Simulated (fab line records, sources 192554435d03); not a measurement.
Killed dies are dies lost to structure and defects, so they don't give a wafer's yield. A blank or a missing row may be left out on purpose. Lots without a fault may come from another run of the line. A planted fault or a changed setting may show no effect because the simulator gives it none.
Which tool did it? | flow n5_finfet | 8 lots, 24 wafers sampled, at 6 steps of a route of 1938

WHAT THE GAUGES READ, wafer by wafer
N5_SD_EPI_P_OVL_MEAS_10. Usual: SD_P_BLK_OVL 0.3 nm, standard deviation 0.74.
lot  | measured    | on         | SD_P_BLK_OVL (nm) | flag
L578 | day 3 10:35 | overlay-02 | 0.2 0.7 1.1       |
L583 | day 4 12:34 | overlay-01 | -0.2 0.3 0.0      |
L587 | day 5 12:40 | overlay-02 | 0.7 0.5 1.9       |
L594 | day 7 05:28 | overlay-01 | 86.5 86.6 87.5    | OFF
L596 | day 7 22:35 | overlay-02 | 86.0 84.7 86.6    | OFF
L597 | day 7 23:44 | overlay-02 | -0.1 -1.1 -0.3    |
L598 | day 8 10:19 | overlay-02 | -0.9 -0.4 0.6     |
L600 | day 8 19:06 | overlay-02 | 0.7 0.3 0.8       |

N5_BEOL_M4_RC_MEAS_101. Usual: DIBL_N 36.4 mV/V, standard deviation 1.2; DIBL_P 36.1 mV/V, standard deviation 1.6; IOFF_N 0.156 nA/um, standard deviation 0.024; IOFF_P 0.21 nA/um, standard deviation 0.031; ION_N 674 uA/um, standard deviation 11; ION_P 463 uA/um, standard deviation 6.9; SS_N 71.5 mV/dec, standard deviation 0.5; SS_P 73.2 mV/dec, standard deviation 0.55; VT_N 250.0 mV, standard deviation 2.9; VT_P -250 mV, standard deviation 3.6.
lot  | measured     | on        | DIBL_N (mV/V)  | DIBL_P (mV/V)  | IOFF_N (nA/um)    | IOFF_P (nA/um) | ION_N (uA/um) | ION_P (uA/um) | SS_N (mV/dec)  | SS_P (mV/dec)  | VT_N (mV)         | VT_P (mV)      | flag
L578 | day 7 22:36  | prober-02 | 37.7 35.5 36.2 | 38.4 36.8 37.6 | 0.178 0.155 0.157 | 0.22 0.20 0.20 | 671 675 679   | 462 464 464   | 72.2 71.2 70.8 | 73.5 72.9 72.7 | 250.2 251.4 250.2 | -250 -251 -252 |
L583 | day 9 01:47  | prober-01 | 35.2 35.9 35.2 | 34.7 36.4 34.3 | 0.133 0.144 0.134 | 0.20 0.22 0.20 | 668 671 665   | 468 468 461   | 71.4 72.3 71.2 | 73.0 73.8 72.9 | 250.7 251.6 253.1 | -249 -246 -250 |
L587 | day 10 06:21 | prober-02 | 39.1 37.1 38.8 | 38.8 35.5 38.1 | 0.219 0.158 0.207 | 0.26 0.21 0.25 | 698 676 698   | 476 466 471   | 72.2 71.5 71.7 | 73.5 73.5 73.9 | 243.5 249.8 244.3 | -246 -249 -246 |
L594 | day 11 15:52 | prober-01 | 36.6 37.2 35.9 | 34.7 35.6 34.3 | 0.131 0.152 0.130 | 0.19 0.19 0.17 | 657 670 664   | 461 458 460   | 71.2 71.5 71.3 | 73.2 73.2 73.3 | 252.3 250.9 251.3 | -251 -251 -252 |
L596 | day 12 19:10 | prober-01 | 33.6 34.9 34.4 | 34.5 36.2 35.3 | 0.101 0.126 0.112 | 0.16 0.18 0.17 | 653 663 657   | 455 460 457   | 70.5 71.2 70.8 | 73.0 72.9 72.4 | 258.6 253.7 257.3 | -256 -254 -256 |
L597 | day 12 12:56 | prober-01 | 37.7 37.7 36.4 | 36.7 37.1 34.8 | 0.175 0.186 0.149 | 0.25 0.26 0.22 | 679 688 661   | 467 470 463   | 71.8 71.7 71.0 | 73.3 74.1 73.3 | 247.2 247.7 250.1 | -247 -247 -248 |
L598 | day 12 20:18 | prober-02 | 34.0 34.5 34.4 | 34.0 35.2 33.8 | 0.129 0.134 0.120 | 0.18 0.20 0.18 | 667 670 660   | 467 467 459   | 71.0 71.1 70.2 | 73.1 72.5 72.6 | 252.9 249.4 251.6 | -249 -250 -250 |
L600 | day 14 02:38 | prober-02 | 37.1 36.2 36.1 | 37.7 36.1 36.2 | 0.179 0.154 0.154 | 0.23 0.20 0.20 | 668 657 670   | 464 455 460   | 71.8 71.2 71.6 | 74.1 73.4 73.5 | 247.6 252.0 250.1 | -249 -253 -253 |

WHICH TOOL RAN EACH LOT (tool, then ch and the chambers of the sampled wafers, then the start)
lot  | N5_SD_EPI_P_EXPOSE_06             | N5_SD_EPI_P_DESCUM_14             | N5_SD_EPI_P_ETCH_47               | N5_SD_EPI_P_ETCH_16
L578 | arfi_scanner-03 ch 0, day 3 10:26 | rie_diel-04 ch 1,2, day 3 10:38   | rie_diel-04 ch 1,2, day 3 11:09   | rie_diel-04 ch 1,2, day 3 11:15
L583 | arfi_scanner-01 ch 0, day 4 12:25 | rie_diel-05 ch 2,3, day 4 12:38   | rie_diel-05 ch 2,3, day 4 13:08   | rie_diel-05 ch 2,3, day 4 13:14
L587 | arfi_scanner-03 ch 0, day 5 12:31 | rie_diel-06 ch 0,3, day 5 12:46   | rie_diel-06 ch 0,3, day 5 13:17   | rie_diel-06 ch 0,3, day 5 13:23
L594 | arfi_scanner-03 ch 0, day 7 05:19 | rie_diel-05 ch 1,2, day 7 05:31   | rie_diel-05 ch 1,2, day 7 06:02   | rie_diel-05 ch 1,2, day 7 06:08
L596 | arfi_scanner-03 ch 0, day 7 22:27 | rie_diel-05 ch 0,1,2, day 7 22:38 | rie_diel-05 ch 0,1,2, day 7 23:10 | rie_diel-05 ch 0,1,2, day 7 23:16
L597 | arfi_scanner-01 ch 0, day 7 23:36 | rie_diel-05 ch 0,1,2, day 7 23:48 | rie_diel-05 ch 0,1,2, day 8 00:19 | rie_diel-05 ch 0,1,2, day 8 00:25
L598 | arfi_scanner-01 ch 0, day 8 10:09 | rie_diel-04 ch 0,3, day 8 10:22   | rie_diel-04 ch 0,3, day 8 10:53   | rie_diel-04 ch 0,3, day 8 10:59
L600 | arfi_scanner-01 ch 0, day 8 18:56 | rie_diel-05 ch 0,3, day 8 19:09   | rie_diel-05 ch 0,3, day 8 19:40   | rie_diel-05 ch 0,3, day 8 19:46
- N5_SD_EPI_P_EXPOSE_06: exposes mask SD P BLK, target cd 240 nm.
- N5_SD_EPI_P_DESCUM_14: chemistry O2, time 7.9 s.
- N5_SD_EPI_P_ETCH_47: etches SiOCN in CH3F/O2, target depth 25 nm.
- N5_SD_EPI_P_ETCH_16: etches SiO2 in CHF3/O2, target depth 5 nm.

WHAT THE TOOLS THEMSELVES READ (means of the sampled wafers that have a number; where no wafer has one, the mark that the record gives instead)
N5_SD_EPI_P_EXPOSE_06. Usual: exposure_dose_mJ_cm2 39.49, standard deviation 0.036.
lot  | tool            | exposure_dose_mJ_cm2 | flag
L578 | arfi_scanner-03 | 39.48                |
L583 | arfi_scanner-01 | 39.54                |
L587 | arfi_scanner-03 | 39.50                |
L594 | arfi_scanner-03 | 39.50                |
L596 | arfi_scanner-03 | 39.48                |
L597 | arfi_scanner-01 | 39.47                |
L598 | arfi_scanner-01 | 39.45                |
L600 | arfi_scanner-01 | 39.45                |

N5_SD_EPI_P_DESCUM_14. Usual: drypump_motor_current_A 5.7 A, standard deviation 0.39; oes_product_au 0.78 a.u., standard deviation 0.085; rf_fwd_power_W 49.38 W, standard deviation 0.22; rf_vpp_V 243.1 V, standard deviation 1.3; showerhead_plenum_p_Torr 2.09 Torr, standard deviation 0.061; temp_c 40.02 C, standard deviation 0.12; throttle_valve_pct 20.49 %, standard deviation 0.25.
lot  | tool        | drypump_motor_current_A (A) | oes_product_au (a.u.) | rf_fwd_power_W (W) | rf_vpp_V (V) | showerhead_plenum_p_Torr (Torr) | temp_c (C) | throttle_valve_pct (%) | flag
L578 | rie_diel-04 | 6.3                         | 0.68                  | 49.53              | 242.9        | 2.10                            | 40.00      | 20.78                  |
L583 | rie_diel-05 | 5.5                         | 0.89                  | 49.25              | 242.6        | 2.07                            | 40.09      | 20.17                  |
L587 | rie_diel-06 | 5.5                         | 0.73                  | 49.27              | 244.4        | 2.16                            | 40.11      | 20.25                  |
L594 | rie_diel-05 | 5.2                         | 0.83                  | 49.29              | 243.2        | 2.08                            | 40.00      | 20.35                  |
L596 | rie_diel-05 | 5.5                         | 0.78                  | 49.35              | 243.1        | 2.09                            | 40.06      | 20.55                  |
L597 | rie_diel-05 | 5.5                         | 0.78                  | 49.35              | 243.6        | 2.09                            | 39.95      | 20.55                  |
L598 | rie_diel-04 | 5.4                         | 0.81                  | 49.31              | 243.5        | 2.06                            | 40.08      | 20.57                  |
L600 | rie_diel-05 | 5.7                         | 0.79                  | 49.35              | 243.3        | 2.07                            | 40.14      | 20.42                  |

N5_SD_EPI_P_ETCH_47. Usual: drypump_motor_current_A 5.7 A, standard deviation 0.39; oes_product_au 0.77 a.u., standard deviation 0.086; rf_fwd_power_W 408.3 W, standard deviation 1.3; rf_vpp_V 127.7 V, standard deviation 1.4; showerhead_plenum_p_Torr 2.00 Torr, standard deviation 0.064; throttle_valve_pct 16.39 %, standard deviation 0.24.
lot  | tool        | drypump_motor_current_A (A) | oes_product_au (a.u.) | rf_fwd_power_W (W) | rf_vpp_V (V) | showerhead_plenum_p_Torr (Torr) | throttle_valve_pct (%) | flag
L578 | rie_diel-04 | 6.3                         | 0.67                  | 408.7              | 128.9        | 2.00                            | 16.70                  |
L583 | rie_diel-05 | 5.5                         | 0.89                  | 407.7              | 126.4        | 1.97                            | 16.02                  |
L587 | rie_diel-06 | 5.5                         | 0.73                  | 407.4              | 128.6        | 2.07                            | 16.22                  |
L594 | rie_diel-05 | 5.2                         | 0.83                  | 408.2              | 127.1        | 1.99                            | 16.27                  |
L596 | rie_diel-05 | 5.5                         | 0.76                  | 408.4              | 127.5        | 2.00                            | 16.47                  |
L597 | rie_diel-05 | 5.5                         | 0.77                  | 409.7              | 127.4        | 2.00                            | 16.45                  |
L598 | rie_diel-04 | 5.4                         | 0.82                  | 409.2              | 127.2        | 1.97                            | 16.42                  |
L600 | rie_diel-05 | 5.8                         | 0.79                  | 408.3              | 127.6        | 1.98                            | 16.27                  |

N5_SD_EPI_P_ETCH_16. Usual: drypump_motor_current_A 5.7 A, standard deviation 0.4; oes_product_au 0.77 a.u., standard deviation 0.085; rf_fwd_power_W 643.0 W, standard deviation 3; rf_vpp_V 526 V, standard deviation 5.5; showerhead_plenum_p_Torr 2.41 Torr, standard deviation 0.075; throttle_valve_pct 18.95 %, standard deviation 0.24.
lot  | tool        | drypump_motor_current_A (A) | oes_product_au (a.u.) | rf_fwd_power_W (W) | rf_vpp_V (V) | showerhead_plenum_p_Torr (Torr) | throttle_valve_pct (%) | flag
L578 | rie_diel-04 | 6.3                         | 0.67                  | 643.8              | 525          | 2.41                            | 19.24                  |
L583 | rie_diel-05 | 5.5                         | 0.88                  | 644.5              | 520          | 2.38                            | 18.59                  |
L587 | rie_diel-06 | 5.6                         | 0.73                  | 641.0              | 532          | 2.49                            | 18.75                  |
L594 | rie_diel-05 | 5.2                         | 0.83                  | 639.3              | 523          | 2.40                            | 18.85                  |
L596 | rie_diel-05 | 5.5                         | 0.77                  | 642.7              | 525          | 2.41                            | 19.04                  |
L597 | rie_diel-05 | 5.5                         | 0.77                  | 642.1              | 525          | 2.41                            | 19.03                  |
L598 | rie_diel-04 | 5.4                         | 0.82                  | 643.5              | 523          | 2.37                            | 19.02                  |
L600 | rie_diel-05 | 5.8                         | 0.79                  | 643.4              | 523          | 2.38                            | 18.82                  |

THE ANSWER, worked out from the rows above alone
Rule: a lot is off if the mean of its wafers that have a number lies more than 3 standard deviations from the usual mean. A lot without any number at a reading at which 4 lots or more have one is off too. The other lots that the step has rows for count as sound. The gauges are gone through in route order, then the tools' own readings, and for those a lot's mean is taken as printed above. The first step at which some lot is off is used, and at that step the reading that is off furthest; a lot without a number counts as furthest.
Off: L594, L596, at N5_SD_EPI_P_OVL_MEAS_10 (SD_P_BLK_OVL).
A tool fits if, at a process step before that reading, it ran every lot that is off, and no sound lot after the first of them. The gauges at N5_SD_EPI_P_OVL_MEAS_10 are tried like those tools. One fits: arfi_scanner-03 at N5_SD_EPI_P_EXPOSE_06. Its last sound lot is L587 (day 5 12:31), its first lot that is off L594 (day 7 05:19): a fault that began between those two fits.

WHAT THE SIMULATOR HAD PUT IN
Scanner matching overlay: arfi_scanner-03, from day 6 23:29 on, at N5_SD_EPI_P_EXPOSE_06. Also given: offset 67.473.
Lots struck among those shown: L594, L596. The rule above found the same.
